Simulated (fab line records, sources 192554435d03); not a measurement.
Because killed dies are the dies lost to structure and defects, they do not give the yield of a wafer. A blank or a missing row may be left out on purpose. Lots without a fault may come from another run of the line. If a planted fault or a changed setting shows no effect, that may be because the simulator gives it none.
Comparing a struck lot with a sound one || flow n5 finfet || 36 out of 1938 route steps
Sound: the wafers L563.1, L563.3, L563.5. Struck: wafers L558.3, L558.5. (L558.1 of the same lot was not struck and is left out.) The cause comes at the end.
Per side, at each step with rows, come the tool, then ch with its chambers, and then its first start. Under that, the readings that differ: sound wafers || struck wafers || difference of the means || sigmas: that difference in standard deviations of wafers without a fault.
alike: readings with means less than 2 such deviations apart, plus words and numbers identical on both sides. not compared: withheld readings, readings lacking a value on some wafer, bounds such as >300 that could conceal the same value, and numbers that have no deviation in the record and whose values overlap.
A row with sigmas, a row that says differs or no value, or rows on one side alone: a step with any of these is where the two part. When numbers do not overlap yet have no deviation, they are printed without sigmas and do not part them. A reading missing from all wafers of one side parts the sides only when that side holds two or more wafers.

first, 8 steps without rows for these wafers: N5_BEOL_M15_SPUTTER_43 (material TaN, target thk 15 nm, time 24.19 s); N5_BEOL_M15_SPUTTER_44 (material Ta, target thk 15 nm, time 24.19 s); N5_BEOL_M15_SPUTTER_45 (material Cu, target thk 100 nm, time 16.67 s); N5_BEOL_M15_ECD_47 (material Cu, target thk 1860 nm); N5_BEOL_M15_ANNEAL_48 (time 90 s); N5_BEOL_M15_CMP_49 (polishes, stops on SiO2, t overpolish 4.9 s, target thk 850 nm); N5_BEOL_M15_PRE_CLEAN_52 (time 15 s); N5_BEOL_M15_DEP_53 (deposits SiCN from 3MS/NH3, target thk 50 nm, time 17.8 s).
N5_PASSIVATION_PECVD_00: deposits SiO2 from SiH4/N2O, target thk 200 nm, time 11.2 s.
  sound on pecvd-04 ch 0,2, day 19 09:59; struck on pecvd-04 ch 1,2, day 16 19:53
{"reading": "model.SiO2_of_PASSIVATION_PECVD_00.thk nm (nm)", "sound": "198.6 199 201.2", "struck": "259.8 262.4", "difference": "+61.5", "sigmas": ""}
  alike: heater power w, showerhead plenum p Torr, throttle valve pct
then, 26 steps without rows for these wafers: N5_MIM_BOT_DEGAS_01 (time 60 s); N5_MIM_BOT_SPUTTER_00 (material TiN, target thk 35 nm, time 89.7 s); N5_MIM_TOP_ALD_00 (deposits Al2O3, purge time 3 s, co reactant pulse time 3 s); N5_MIM_TOP_ALD_01 (deposits HfO2, target thk 5.6 nm, pulse time 1 s, purge time 3 s); N5_MIM_TOP_ALD_02 (deposits Al2O3, purge time 3 s, co reactant pulse time 3 s); N5_MIM_TOP_DEGAS_04 (time 60 s); N5_MIM_TOP_SPUTTER_03 (material TiN, target thk 35 nm, time 89.7 s); N5_MIM_TOP_LITHO_HMDS_01 (time 60 s); N5_MIM_TOP_LITHO_COAT_02; N5_MIM_TOP_LITHO_EBR_04; N5_MIM_TOP_LITHO_SOFTBAKE_03 (time 90 s); N5_MIM_TOP_LITHO_EXPOSE_05 (exposes mask MIM TOP, target cd 2000 nm); N5_MIM_TOP_LITHO_PEB_06; N5_MIM_TOP_LITHO_DEVELOP_07 (develop time 60 s); N5_MIM_TOP_LITHO_HARDBAKE_09 (time 120 s); N5_MIM_TOP_LITHO_DESCUM_10 (chemistry O2, time 7.9 s); N5_MIM_TOP_ETCH_ETCH_00 (etches TiN in Cl2/BCl3, target depth 38.5 nm); N5_MIM_TOP_ETCH_STRIP_01 (strips in O2); N5_MIM_TOP_ETCH_PECVD_03 (deposits SiNx from SiH4/NH3/N2, target thk 20 nm, time 17.6 s); N5_MIM_BOT_LITHO_HMDS_01 (time 60 s); N5_MIM_BOT_LITHO_COAT_02; N5_MIM_BOT_LITHO_EBR_04; N5_MIM_BOT_LITHO_SOFTBAKE_03 (time 90 s); N5_MIM_BOT_LITHO_EXPOSE_05 (exposes mask MIM BOT); N5_MIM_BOT_LITHO_PEB_06; N5_MIM_BOT_LITHO_DEVELOP_07 (develop time 60 s).
N5_MIM_BOT_ETCH_ETCH_00: etches TiN in Cl2/BCl3, target depth 45.5 nm.
  sound on rie metal-01 ch 0,1, day 19 17:08; struck on rie metal-03 ch 0, day 16 22:43
{"reading": "model.SiO2_of_PASSIVATION_PECVD_00.thk nm (nm)", "sound": "196 196.6 198.8", "struck": "257.2 259.8", "difference": "+61.4", "sigmas": ""}
  alike: chamber pressure mTorr, drypump motor current A, mfc ar sccm, oes product au, throttle valve pct
  not compared: rf hours counter h

== WHERE THEY PART ==
Nowhere in this record.

WHY: the cause the simulator had injected
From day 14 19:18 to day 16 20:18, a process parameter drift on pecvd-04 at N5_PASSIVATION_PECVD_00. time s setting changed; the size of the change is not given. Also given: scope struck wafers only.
